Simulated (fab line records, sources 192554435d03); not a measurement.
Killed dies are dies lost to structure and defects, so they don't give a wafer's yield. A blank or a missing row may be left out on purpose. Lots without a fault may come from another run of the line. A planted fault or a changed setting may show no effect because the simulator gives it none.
Chamber matching | flow n5_finfet | N5_PMOS_HMC_CHANNEL_EPI_ETCH_32 on rie_diel-05: 4 sister chambers
The step etches BARC in N2/H2, stops on SiO2, target depth 85.8 nm, time 50.3 s. 8 wafers are shown with their chamber, then 7 later ones without.

WAFERS WITH THEIR CHAMBER
wafer  | chamber | showerhead_plenum_p_Torr (Torr) | throttle_valve_pct (%)
L078.5 | 1       | 2.56                            | 17.99
L088.1 | 3       | 2.56                            | 18.11
L088.5 | 3       | 2.56                            | 18.10
L089.1 | 0       | 2.63                            | 17.89
L089.2 | 1       | 2.55                            | 18.01
L089.5 | 2       | 2.53                            | 17.73
L095.2 | 2       | 2.53                            | 17.73
L095.3 | 0       | 2.63                            | 17.91

WAFERS WITHOUT THEIR CHAMBER
wafer  | showerhead_plenum_p_Torr (Torr) | throttle_valve_pct (%)
L095.4 | 2.55                            | 18.14
L096.2 | 2.63                            | 17.91
L096.3 | 2.55                            | 18.13
L096.6 | 2.55                            | 18.14
L097.1 | 2.63                            | 17.91
L097.5 | 2.63                            | 17.91
L097.6 | 2.54                            | 18.05

WHICH CHAMBER EACH WENT THROUGH
wafer  | from the rows above     | in truth
L095.4 | 3                       | 3
L096.2 | 0                       | 0
L096.3 | 3                       | 3
L096.6 | 3                       | 3
L097.1 | 0                       | 0
L097.5 | 0                       | 0
L097.6 | can't be placed: 1 or 3 | 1
Placed correctly: 6 of 7. Can't be placed from these rows: 1 (the true chamber is among the candidates in 1). Placed wrongly: 0.
How it was worked out, from the rows above alone: a wafer's distance from a chamber is the root of the sum, over the readings, of the square of ((its reading less the chamber's mean) divided by the reading's scatter). The wafer belongs to the nearest chamber; if the next one is less than 2 further off, it can't be placed. A chamber's mean is the mean of its shown wafers. The scatter: the root of (the sum of the squares of (reading less its chamber's mean) over the shown wafers, divided by (wafers less chambers)).
